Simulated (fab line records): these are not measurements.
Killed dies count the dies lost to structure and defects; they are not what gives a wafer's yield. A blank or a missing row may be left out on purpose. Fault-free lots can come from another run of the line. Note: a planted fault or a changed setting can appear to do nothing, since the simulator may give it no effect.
fab line records + flow n5Finfet
record
- lots=6
- wafers=18
- lastDay=20
route steps=1938 shown BEOL_M2@848 BEOL_M4@1111
lots that met no fault: taken from a fault-free run of the same line
startH: hours from the record's opening day to when the first of the lot's shown wafers began + waitH: hours elapsed since this lot's preceding step + " unchanged from the row above + L1.1+2: a single row standing in for several wafers + - no value, or no start given + * or withheld: withheld + < > ~ a bound
route shown NAME@n: NAME is a module with steps in the file, n the number in the route of the first one + usual: mean/standard deviation taken from wafers without a fault + same: alike in all rows + chamber/n: place in a boat + sites: readings site by site + _std_site: the standard deviation of these + _edge_site: mean of outer sites minus mean of inner sites + radiusMm: for every site, how far away it sits from the centre of the wafer + mask NAME#n: copy n + behind: the most recent tool/chamber to have shaped the wafer + hold: what put the lot on hold/how long, in hours/how the hold closed + device: the transistor (n, p or np) that didn't switch + end of line: the route-end tests of the same wafers + for a step that has no rows: nothing shown but its recipe + killed: the dies lost at the first sort to structure and to defects; this is not the yield of the wafer + map: the dies of a wafer, with x for killed, . for not killed, _ for no die there
set.NAME: the run value of the setting; set.NAME@STEP: its run value at that earlier step + model.NAME: the simulator's own value behind a step, which no gauge read
a table for each step, a row for each wafer; lots at some steps of the route
services: a tool's chamber out of use, with start hour (startH, from the record's first day; less than 0 if before it), hours out, and reason
## steps
# step N5_BEOL_M2_COAT_05
# recipe
- resist=CAR-EUV
- spinRpm=1500
- resistThkNm=30
# step N5_BEOL_M2_EBR_07
# recipe
- solvent=PGMEA
- ebrWidthMm=1.5
# step N5_BEOL_M2_SOFTBAKE_06
# recipe
- tempC=110
- timeS=60
- resist=CAR-EUV
# step N5_BEOL_M2_EXPOSE_08
# recipe
- maskId=M2
- na=0.33
- sourceShape=dipole
- sigmaInner=0.369
- sigmaOuter=0.767
- polarization=unpolarized
- doseMj=41.25
# step N5_BEOL_M2_PEB_09
# recipe
- pebTempC=100
- pebTimeS=60
- resist=CAR-EUV
# step N5_BEOL_M2_DEVELOP_10
# recipe
- developTimeS=30
- developer=TMAH
- resist=CAR-EUV
- rinseLiquid=surfactantRinse
- dry=airSpin
- devTempC=23
# step N5_BEOL_M2_CD_MEAS_11
# recipe
- targetCdNm=16.79
- landingEnergyEv=500
- detector=seInlens
- polarity=opening
# usual
- cdNm=16.77/0.23
| lot.wafer | tool     | chamber | startH | waitH | cdNm  |
|-----------|----------|---------|--------|-------|-------|
| L121.1    | cdSem-02 | 0       | 146.33 | -     | 17.29 |
| L121.4    | "        | 0       | "      | "     | 16.77 |
| L121.5    | "        | 0       | "      | "     | 16.84 |
| L123.1    | cdSem-02 | 0       | 146.54 | -     | 16.35 |
| L123.3    | "        | 0       | "      | "     | 17.05 |
| L123.4    | "        | 0       | "      | "     | 16.98 |
| L122.3    | cdSem-02 | 0       | 150.62 | -     | 17.04 |
| L122.5    | "        | 0       | "      | "     | 16.73 |
| L122.6    | "        | 0       | "      | "     | 16.55 |
| L140.4    | cdSem-01 | 0       | 273.98 | -     | 16.93 |
| L140.5    | "        | 0       | "      | "     | 16.71 |
| L140.6    | "        | 0       | "      | "     | 17.19 |
| L141.1    | cdSem-03 | 0       | 283.78 | -     | 16.47 |
| L141.2    | "        | 0       | "      | "     | 16.25 |
| L141.3    | "        | 0       | "      | "     | 16.82 |
| L142.1    | cdSem-02 | 0       | 286.33 | -     | 16.92 |
| L142.4    | "        | 0       | "      | "     | 16.89 |
| L142.5    | "        | 0       | "      | "     | 16.76 |
# step N5_BEOL_M2_OVL_MEAS_12
# recipe
- pointsPerWafer=522
# usual
- M2_OVL=0.2/0.75
# same
- pointsPerWafer=522
| lot.wafer | tool       | chamber | startH | waitH | M2_OVL[nm] |
|-----------|------------|---------|--------|-------|------------|
| L121.1    | overlay-01 | 0       | 146.36 | 0.0   | -0.4       |
| L121.4    | "          | 0       | "      | "     | 0.4        |
| L121.5    | "          | 0       | "      | "     | 0.5        |
| L123.1    | overlay-01 | 0       | 146.57 | 0.0   | -0.6       |
| L123.3    | "          | 0       | "      | "     | 0.6        |
| L123.4    | "          | 0       | "      | "     | -0.5       |
| L122.3    | overlay-02 | 0       | 150.66 | 0.0   | -0.2       |
| L122.5    | "          | 0       | "      | "     | -0.1       |
| L122.6    | "          | 0       | "      | "     | -1.0       |
| L140.4    | overlay-02 | 0       | 274.02 | 0.0   | 0.1        |
| L140.5    | "          | 0       | "      | "     | 0.7        |
| L140.6    | "          | 0       | "      | "     | 0.3        |
| L141.1    | overlay-01 | 0       | 283.81 | 0.0   | 1.0        |
| L141.2    | "          | 0       | "      | "     | 1.0        |
| L141.3    | "          | 0       | "      | "     | -0.3       |
| L142.1    | overlay-02 | 0       | 286.36 | 0.0   | -0.2       |
| L142.4    | "          | 0       | "      | "     | 0.3        |
| L142.5    | "          | 0       | "      | "     | -0.2       |
# step N5_BEOL_M2_INSPECT_13
# recipe
- mode=adi
- inspectInstrument=brightfield
# usual
- rawDefectCount=394/92
| lot.wafer | tool             | chamber | startH | waitH | rawDefectCount |
|-----------|------------------|---------|--------|-------|----------------|
| L121.1    | defectInspect-02 | -       | 146.42 | 0.1   | 353            |
| L121.4    | "                | -       | "      | "     | 460            |
| L121.5    | "                | -       | "      | "     | 405            |
| L123.1    | defectInspect-01 | -       | 146.63 | 0.1   | 374            |
| L123.3    | "                | -       | "      | "     | 570            |
| L123.4    | "                | -       | "      | "     | 395            |
| L122.3    | defectInspect-02 | -       | 150.71 | 0.0   | 522            |
| L122.5    | "                | -       | "      | "     | 485            |
| L122.6    | "                | -       | "      | "     | 364            |
| L140.4    | defectInspect-02 | -       | 274.07 | 0.0   | 394            |
| L140.5    | "                | -       | "      | "     | 539            |
| L140.6    | "                | -       | "      | "     | 381            |
| L141.1    | defectInspect-02 | -       | 283.87 | 0.1   | 356            |
| L141.2    | "                | -       | "      | "     | 417            |
| L141.3    | "                | -       | "      | "     | 341            |
| L142.1    | defectInspect-01 | -       | 286.42 | 0.1   | 410            |
| L142.4    | "                | -       | "      | "     | 355            |
| L142.5    | "                | -       | "      | "     | 426            |
# step N5_BEOL_M2_DESCUM_16
# recipe
- chemistry=O2
- timeS=7
- sourcePowerW=50
- biasPowerW=20
- pressureMtorr=20
- rfFrequencyHz=2.712e+07
- tempC=40
- resist=CAR-EUV
- o2FlowSccm=225
# usual
- drypumpMotorCurrentA=5.7/0.5
- oesProductAu=0.80/0.097
- rfVppV=243.2/0.99
- showerheadPlenumPTorr=2.10/0.041
- throttleValvePct=20.47/0.23
| lot.wafer | tool       | chamber | startH | waitH | drypumpMotorCurrentA | oesProductAu | rfHoursCounterH | rfVppV | showerheadPlenumPTorr | throttleValvePct |
|-----------|------------|---------|--------|-------|----------------------|--------------|-----------------|--------|-----------------------|------------------|
| L121.1    | rieDiel-04 | 3       | 146.91 | 0.5   | 5.5                  | 0.96         | 7               | 243.6  | 2.14                  | 20.21            |
| L121.4    | "          | 1       | "      | "     | 6.2                  | 0.67         | 247             | 243.9  | 2.05                  | 20.57            |
| L121.5    | "          | 3       | "      | "     | 5.5                  | 0.96         | -               | 244.4  | 2.14                  | 20.22            |
| L123.1    | rieDiel-01 | 2       | 146.98 | 0.4   | 5.0                  | 0.69         | 233             | 244.9  | 2.15                  | 20.38            |
| L123.3    | "          | 3       | "      | "     | 5.2                  | 0.77         | 115             | 242.7  | 2.10                  | 20.72            |
| L123.4    | "          | 1       | "      | "     | 5.7                  | 0.77         | 157             | 244.0  | 2.10                  | 20.66            |
| L122.3    | rieDiel-01 | 2       | 151.17 | 0.5   | 5.0                  | 0.69         | 235             | 242.7  | 2.15                  | 20.39            |
| L122.5    | "          | 3       | "      | "     | 5.2                  | 0.77         | -               | 242.3  | 2.10                  | 20.70            |
| L122.6    | "          | 2       | "      | "     | 5.0                  | 0.69         | -               | 244.4  | 2.15                  | 20.39            |
| L140.4    | rieDiel-01 | 3       | 274.10 | 0.0   | 5.2                  | 0.72         | 164             | 242.4  | 2.08                  | 20.76            |
| L140.5    | "          | 1       | "      | "     | 5.6                  | 0.72         | -               | 242.5  | 2.09                  | 20.75            |
| L140.6    | "          | 0       | "      | "     | 6.5                  | 0.82         | -               | 242.2  | 2.03                  | 20.38            |
| L141.1    | rieDiel-01 | 3       | 284.12 | 0.2   | 5.2                  | 0.73         | 168             | 243.3  | 2.08                  | 20.78            |
| L141.2    | "          | 2       | "      | "     | 5.0                  | 0.92         | 22              | 245.4  | 2.14                  | 20.07            |
| L141.3    | "          | 1       | "      | "     | 5.6                  | 0.73         | 209             | 244.3  | 2.08                  | 20.75            |
| L142.1    | rieDiel-04 | 1       | 286.45 | 0.0   | 6.2                  | 0.91         | 24              | 242.7  | 2.04                  | 20.19            |
| L142.4    | "          | 0       | "      | "     | 6.2                  | 0.87         | 28              | 244.0  | 2.13                  | 20.23            |
| L142.5    | "          | 1       | "      | "     | 6.3                  | 0.91         | -               | 242.4  | 2.04                  | 20.20            |
# step N5_BEOL_M2_ETCH_74
# recipe
- chemistry=N2/H2
- target=underlayer
- targetDepthA=65
- maskMaterial=CAR-EUV
- timeS=5.2
- ionEnergyEv=200
- pressureMtorr=30
- sourceW=840
- biasW=150
- n2FlowSccm=200
- h2FlowSccm=200
- ends=cleared
# usual
- biasW=150.0/0.49
- drypumpMotorCurrentA=5.7/0.51
- etchRfOnTimeS=5.20/0.069
- oesProductAu=0.68/0.08
- rfVppV=524.0/2
- showerheadPlenumPTorr=2.55/0.049
- throttleValvePct=17.91/0.25
| lot.wafer | tool       | chamber | startH | waitH | biasW | drypumpMotorCurrentA | etchRfOnTimeS | oesProductAu | rfHoursCounterH | rfVppV | showerheadPlenumPTorr | throttleValvePct |
|-----------|------------|---------|--------|-------|-------|----------------------|---------------|--------------|-----------------|--------|-----------------------|------------------|
| L121.1    | rieDiel-04 | 3       | 146.94 | 0.0   | 149.8 | 5.5                  | 5.13          | 0.83         | 7               | 524.6  | 2.61                  | 17.79            |
| L121.4    | "          | 1       | "      | "     | 149.6 | 6.2                  | 5.30          | 0.59         | 247             | 522.6  | 2.50                  | 17.99            |
| L121.5    | "          | 3       | "      | "     | 150.1 | 5.6                  | 5.18          | 0.80         | -               | 526.4  | 2.61                  | 17.73            |
| L123.1    | rieDiel-01 | 2       | 147.02 | 0.0   | 149.8 | 5.0                  | 5.19          | 0.59         | 233             | 525.2  | 2.60                  | 17.74            |
| L123.3    | "          | 3       | "      | "     | 150.0 | 5.2                  | 5.06          | 0.67         | 115             | 524.8  | 2.57                  | 18.13            |
| L123.4    | "          | 1       | "      | "     | 149.5 | 5.7                  | 5.15          | 0.66         | 158             | 525.4  | 2.54                  | 18.11            |
| L122.3    | rieDiel-01 | 2       | 151.20 | 0.0   | 149.2 | 5.0                  | 5.25          | 0.59         | 235             | 525.5  | 2.60                  | 17.76            |
| L122.5    | "          | 3       | "      | "     | 150.7 | 5.2                  | 5.17          | 0.67         | -               | 524.6  | 2.57                  | 18.15            |
| L122.6    | "          | 2       | "      | "     | 149.9 | 5.0                  | 5.30          | 0.58         | -               | 524.0  | 2.60                  | 17.76            |
| L140.4    | rieDiel-01 | 3       | 274.13 | 0.0   | 149.0 | 5.2                  | 5.20          | 0.63         | 164             | 524.8  | 2.55                  | 18.23            |
| L140.5    | "          | 1       | "      | "     | 151.1 | 5.7                  | 5.26          | 0.62         | -               | 523.5  | 2.52                  | 18.17            |
| L140.6    | "          | 0       | "      | "     | 149.9 | 6.5                  | 5.18          | 0.68         | -               | 520.7  | 2.47                  | 17.85            |
| L141.1    | rieDiel-01 | 3       | 284.15 | 0.0   | 150.0 | 5.2                  | 5.17          | 0.63         | 168             | 523.0  | 2.54                  | 18.22            |
| L141.2    | "          | 2       | "      | "     | 149.8 | 5.0                  | 5.11          | 0.79         | 22              | 523.9  | 2.59                  | 17.40            |
| L141.3    | "          | 1       | "      | "     | 150.6 | 5.7                  | 5.12          | 0.63         | 209             | 524.3  | 2.52                  | 18.15            |
| L142.1    | rieDiel-04 | 1       | 286.49 | 0.0   | 150.3 | 6.2                  | 5.20          | 0.76         | 24              | 519.8  | 2.48                  | 17.61            |
| L142.4    | "          | 0       | "      | "     | 149.8 | 6.2                  | 5.25          | 0.74         | 28              | 526.7  | 2.60                  | 17.65            |
| L142.5    | "          | 1       | "      | "     | 149.9 | 6.2                  | 5.15          | 0.78         | -               | 523.6  | 2.48                  | 17.60            |
# step N5_BEOL_M2_ETCH_63
# recipe
- chemistry=CF4
- target=SiARC
- targetDepthA=156
- maskMaterial=CAR-EUV
- timeS=26
- ionEnergyEv=80
- pressureMtorr=40
- sourceW=545
- biasW=36
- Ar_flow_sccm=100
- cf4FlowSccm=100
- ends=cleared
# usual
- biasW=36.00/0.13
- cf4FlowSccm=99.97/0.29
- drypumpMotorCurrentA=5.7/0.5
- etchRfOnTimeS=26.0/0.35
- oesProductAu=0.68/0.081
- rfVppV=184.1/0.99
- showerheadPlenumPTorr=2.15/0.04
- throttleValvePct=15.66/0.23
| lot.wafer | tool       | chamber | startH | waitH | biasW | cf4FlowSccm | drypumpMotorCurrentA | etchRfOnTimeS | oesProductAu | rfHoursCounterH | rfVppV | showerheadPlenumPTorr | throttleValvePct |
|-----------|------------|---------|--------|-------|-------|-------------|----------------------|---------------|--------------|-----------------|--------|-----------------------|------------------|
| L121.1    | rieDiel-04 | 3       | 146.96 | 0.0   | 36.29 | 99.52       | 5.5                  | 25.5          | 0.83         | 7               | 184.2  | 2.20                  | 15.42            |
| L121.4    | "          | 1       | "      | "     | 36.04 | 100.03      | 6.2                  | 26.2          | 0.58         | 247             | 183.6  | 2.11                  | 15.82            |
| L121.5    | "          | 3       | "      | "     | 36.21 | 99.97       | 5.5                  | 25.6          | 0.83         | -               | 183.7  | 2.20                  | 15.43            |
| L123.1    | rieDiel-01 | 2       | 147.04 | 0.0   | 35.95 | 99.56       | 5.0                  | 25.9          | 0.60         | 233             | 185.1  | 2.20                  | 15.63            |
| L123.3    | "          | 3       | "      | "     | 36.14 | 99.98       | 5.2                  | 25.6          | 0.67         | 115             | 184.2  | 2.15                  | 15.84            |
| L123.4    | "          | 1       | "      | "     | 35.94 | 99.73       | 5.7                  | 25.7          | 0.66         | 158             | 182.8  | 2.14                  | 15.76            |
| L122.3    | rieDiel-01 | 2       | 151.22 | 0.0   | 35.99 | 100.40      | 5.0                  | 26.3          | 0.60         | 235             | 184.4  | 2.20                  | 15.64            |
| L122.5    | "          | 3       | "      | "     | 36.08 | 99.88       | 5.2                  | 25.5          | 0.67         | -               | 183.7  | 2.15                  | 15.84            |
| L122.6    | "          | 2       | "      | "     | 36.19 | 99.64       | 5.0                  | 25.9          | 0.60         | -               | 184.0  | 2.20                  | 15.63            |
| L140.4    | rieDiel-01 | 3       | 274.15 | 0.0   | 35.97 | 99.76       | 5.2                  | 25.8          | 0.63         | 164             | 183.4  | 2.13                  | 15.94            |
| L140.5    | "          | 1       | "      | "     | 36.06 | 100.22      | 5.6                  | 26.1          | 0.63         | -               | 182.5  | 2.13                  | 15.87            |
| L140.6    | "          | 0       | "      | "     | 36.14 | 99.50       | 6.5                  | 26.1          | 0.70         | -               | 183.0  | 2.08                  | 15.56            |
| L141.1    | rieDiel-01 | 3       | 284.17 | 0.0   | 36.13 | 100.31      | 5.2                  | 25.9          | 0.63         | 168             | 184.2  | 2.13                  | 15.94            |
| L141.2    | "          | 2       | "      | "     | 35.99 | 100.01      | 5.0                  | 25.9          | 0.78         | 22              | 184.5  | 2.19                  | 15.23            |
| L141.3    | "          | 1       | "      | "     | 36.11 | 99.52       | 5.6                  | 26.1          | 0.62         | 209             | 183.4  | 2.12                  | 15.88            |
| L142.1    | rieDiel-04 | 1       | 286.50 | 0.0   | 35.91 | 99.48       | 6.2                  | 26.1          | 0.76         | 24              | 183.6  | 2.09                  | 15.37            |
| L142.4    | "          | 0       | "      | "     | 36.04 | 99.83       | 6.2                  | 26.4          | 0.74         | 28              | 186.2  | 2.18                  | 15.39            |
| L142.5    | "          | 1       | "      | "     | 36.01 | 99.75       | 6.2                  | 26.1          | 0.76         | -               | 183.2  | 2.10                  | 15.39            |
# step N5_BEOL_M2_ETCH_64
# recipe
- chemistry=N2/H2
- target=SOC
- targetDepthA=750
- overetchA=225
- maskMaterial=SiARC
- tempC=40
- timeS=121.9
- ionEnergyEv=200
- pressureMtorr=30
- sourceW=840
- biasW=150
- n2FlowSccm=200
- h2FlowSccm=200
# usual
- biasW=150.0/0.44
- drypumpMotorCurrentA=5.7/0.51
- oesProductAu=0.61/0.069
- rfVppV=524.0/1.6
- showerheadPlenumPTorr=2.55/0.049
- throttleValvePct=17.88/0.25
| lot.wafer | tool       | chamber | startH | waitH | biasW | drypumpMotorCurrentA | oesProductAu | rfHoursCounterH | rfVppV | showerheadPlenumPTorr | throttleValvePct | model.SiARC_of_BEOL_M2_COAT_62.thkNm |
|-----------|------------|---------|--------|-------|-------|----------------------|--------------|-----------------|--------|-----------------------|------------------|--------------------------------------|
| L121.1    | rieDiel-04 | 3       | 146.98 | 0.0   | 150.4 | 5.5                  | 0.72         | 7               | 527.6  | 2.61                  | 17.72            | 6.2                                  |
| L121.4    | "          | 1       | "      | "     | 149.1 | 6.3                  | 0.52         | 247             | 522.8  | 2.50                  | 17.98            | 6.4                                  |
| L121.5    | "          | 3       | "      | "     | 149.8 | 5.5                  | 0.73         | -               | 524.6  | 2.61                  | 17.72            | 6.2                                  |
| L123.1    | rieDiel-01 | 2       | 147.06 | 0.0   | 149.7 | 5.0                  | 0.53         | 233             | 526.1  | 2.60                  | 17.69            | 6.2                                  |
| L123.3    | "          | 3       | "      | "     | 149.4 | 5.2                  | 0.59         | 115             | 525.0  | 2.57                  | 18.10            | 6.4                                  |
| L123.4    | "          | 1       | "      | "     | 150.2 | 5.7                  | 0.59         | 158             | 524.0  | 2.54                  | 18.05            | 6.4                                  |
| L122.3    | rieDiel-01 | 2       | 151.25 | 0.0   | 150.0 | 5.0                  | 0.54         | 235             | 525.2  | 2.60                  | 17.72            | 6.4                                  |
| L122.5    | "          | 3       | "      | "     | 150.4 | 5.2                  | 0.60         | -               | 523.5  | 2.57                  | 18.10            | 6.4                                  |
| L122.6    | "          | 2       | "      | "     | 150.3 | 5.0                  | 0.53         | -               | 525.8  | 2.60                  | 17.70            | 6.2                                  |
| L140.4    | rieDiel-01 | 3       | 274.18 | 0.0   | 191.4 | 5.2                  | 0.56         | 164             | 612.5  | 2.55                  | 18.18            | 4.4                                  |
| L140.5    | "          | 1       | "      | "     | 150.3 | 5.6                  | 0.56         | -               | 522.9  | 2.52                  | 18.13            | 6.4                                  |
| L140.6    | "          | 0       | "      | "     | 150.6 | 6.5                  | 0.62         | -               | 522.8  | 2.47                  | 17.79            | 6.2                                  |
| L141.1    | rieDiel-01 | 3       | 284.20 | 0.0   | 192.0 | 5.2                  | 0.57         | 168             | 610.3  | 2.54                  | 18.19            | 4.6                                  |
| L141.2    | "          | 2       | "      | "     | 150.0 | 5.0                  | 0.69         | 22              | 526.8  | 2.59                  | 17.35            | 6.2                                  |
| L141.3    | "          | 1       | "      | "     | 150.0 | 5.7                  | 0.55         | 209             | 521.7  | 2.52                  | 18.14            | 6.4                                  |
| L142.1    | rieDiel-04 | 1       | 286.53 | 0.0   | 149.5 | 6.2                  | 0.68         | 24              | 522.0  | 2.48                  | 17.58            | 6.2                                  |
| L142.4    | "          | 0       | "      | "     | 149.5 | 6.2                  | 0.66         | 28              | 523.6  | 2.60                  | 17.59            | 6.4                                  |
| L142.5    | "          | 1       | "      | "     | 150.0 | 6.2                  | 0.68         | -               | 522.9  | 2.48                  | 17.56            | 6.4                                  |
# step N5_BEOL_M2_STRIP_65
# recipe
- chemistry=N2/H2
- tempC=40
- n2FlowSccm=200
- h2FlowSccm=200
- rfFrequencyHz=6e+07
# step N5_BEOL_M4_RC_MEAS_101
# usual
- DIBL_N=36.6/1.3
- DIBL_P=36.4/1.4
- IOFF_N=0.167/0.023
- IOFF_P=0.219/0.029
- ION_N=678/8.7
- ION_P=464/6.4
- SS_N=71.5/0.53
- SS_P=73.4/0.57
- VT_N=248.5/2.8
- VT_P=-249/3.1
| lot.wafer | tool      | chamber | startH | waitH | DIBL_N[mV/V] | DIBL_P[mV/V] | IOFF_N[nA/um] | IOFF_P[nA/um] | ION_N[uA/um] | ION_P[uA/um] | SS_N[mV/dec] | SS_P[mV/dec] | VT_N[mV] | VT_P[mV] |
|-----------|-----------|---------|--------|-------|--------------|--------------|---------------|---------------|--------------|--------------|--------------|--------------|----------|----------|
| L123.1    | prober-02 | 0       | 193.10 | 0.0   | 38.4         | 37.2         | 0.204         | 0.264         | 692          | 470          | 72.3         | 74.5         | 241.0    | -244     |
| L123.3    | "         | 0       | "      | "     | 37.4         | 36.8         | 0.190         | 0.254         | 682          | 469          | 72.0         | 73.6         | 247.6    | -245     |
| L123.4    | "         | 0       | "      | "     | 37.6         | 36.5         | 0.193         | 0.266         | 691          | 471          | 72.0         | 74.0         | 243.1    | -243     |
| L122.3    | prober-02 | 0       | 196.53 | 0.3   | 35.5         | 35.3         | 0.147         | 0.207         | 677          | 467          | 70.4         | 73.4         | 250.7    | -252     |
| L122.5    | "         | 0       | "      | "     | 36.6         | 35.2         | 0.159         | 0.198         | 677          | 464          | 71.5         | 73.2         | 251.4    | -249     |
| L122.6    | "         | 0       | "      | "     | 34.8         | 33.9         | 0.130         | 0.189         | 663          | 459          | 71.2         | 73.2         | 253.6    | -248     |
| L121.1    | prober-01 | 0       | 198.19 | 0.0   | 38.5         | 37.0         | 0.201         | 0.252         | 683          | 467          | 70.7         | 74.1         | 245.5    | -250     |
| L121.4    | "         | 0       | "      | "     | 37.8         | 36.0         | 0.178         | 0.226         | 685          | 471          | 71.1         | 73.1         | 247.7    | -250     |
| L121.5    | "         | 0       | "      | "     | 37.7         | 36.6         | 0.184         | 0.242         | 685          | 473          | 71.5         | 74.0         | 246.7    | -246     |
| L140.4    | prober-01 | 0       | 334.99 | 0.5   | 36.9         | 35.3         | 0.148         | 0.176         | 676          | 458          | 71.3         | 73.2         | 249.4    | -254     |
| L140.5    | "         | 0       | "      | "     | 37.7         | 36.3         | 0.158         | 0.191         | 680          | 457          | 71.2         | 73.0         | 250.6    | -251     |
| L140.6    | "         | 0       | "      | "     | 37.2         | 35.9         | 0.148         | 0.179         | 669          | 458          | 71.5         | 73.4         | 251.7    | -255     |
| L141.1    | prober-01 | 0       | 351.14 | 0.0   | 36.9         | 37.9         | 0.164         | 0.231         | 674          | 467          | 71.6         | 74.1         | 251.0    | -249     |
| L141.2    | "         | 0       | "      | "     | 36.5         | 37.0         | 0.149         | 0.200         | 676          | 457          | 71.7         | 72.9         | 249.8    | -253     |
| L141.3    | "         | 0       | "      | "     | 37.9         | 39.8         | 0.187         | 0.257         | 683          | 471          | 72.1         | 73.3         | 247.3    | -248     |
| L142.1    | prober-01 | 0       | 358.31 | 0.0   | 37.9         | 37.2         | 0.210         | 0.253         | 697          | 470          | 72.1         | 74.1         | 243.8    | -247     |
| L142.4    | "         | 0       | "      | "     | 37.9         | 37.4         | 0.201         | 0.252         | 692          | 464          | 71.6         | 73.8         | 245.1    | -249     |
| L142.5    | "         | 0       | "      | "     | 38.7         | 38.6         | 0.219         | 0.272         | 696          | 470          | 71.8         | 74.6         | 242.8    | -247     |
## services
| tool       | chamber | startH | hours | kind                        |
|------------|---------|--------|-------|-----------------------------|
| rieDiel-04 | 0       | 160.67 | -     | clean                       |
| rieDiel-04 | 0       | 160.67 | -     | consumableReplace:focusRing |
| rieDiel-04 | 0       | 160.67 | 25.2  | scheduledDown               |
| rieDiel-04 | 0       | 160.67 | 25.2  | ventCycle                   |
| rieDiel-04 | 1       | 176.16 | 8.1   | repair                      |
| rieDiel-01 | 0       | 182.28 | 1.9   | repair                      |
| rieDiel-04 | 1       | 185.89 | -     | clean                       |
| rieDiel-04 | 1       | 185.89 | -     | consumableReplace:focusRing |
| rieDiel-04 | 1       | 185.89 | 27.9  | scheduledDown               |
| rieDiel-04 | 1       | 185.89 | 27.9  | ventCycle                   |
| rieDiel-01 | 2       | 190.80 | 1.6   | repair                      |
| rieDiel-01 | 2       | 204.69 | -     | clean                       |
| rieDiel-01 | 2       | 204.69 | -     | consumableReplace:focusRing |
| rieDiel-01 | 2       | 204.69 | 23.2  | scheduledDown               |
| rieDiel-01 | 2       | 204.69 | 23.2  | ventCycle                   |
| rieDiel-04 | 0       | 214.62 | 7.9   | repair                      |
## key
firstSign
- step=N5_BEOL_M2_ETCH_64
- reading=biasW
- direction=up
- sigmas=95
- usual=*
- struck=*
effect
- step=N5_BEOL_M2_ETCH_64
- reading=rfVppV
- direction=up
- sigmas=53
- usual=524.0
- struck=611.4
modelEffect
- step=N5_BEOL_M2_ETCH_64
- value=SiARC_of_BEOL_M2_COAT_62.thkNm
- without=6.4
- struck=4.5
metAt N5_BEOL_M2_ETCH_64
struckWafers L140.4,L141.1
onsetBetween 151.25 274.18
fault
- kind=processParameterDrift
- tool=rieDiel-01
- chamber=3
- onsetH=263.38
- steps=N5_BEOL_M2_ETCH_64
- channel=biasW
- offset=*
- shape=step
- endH=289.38
- actsIn=*
- stated=*
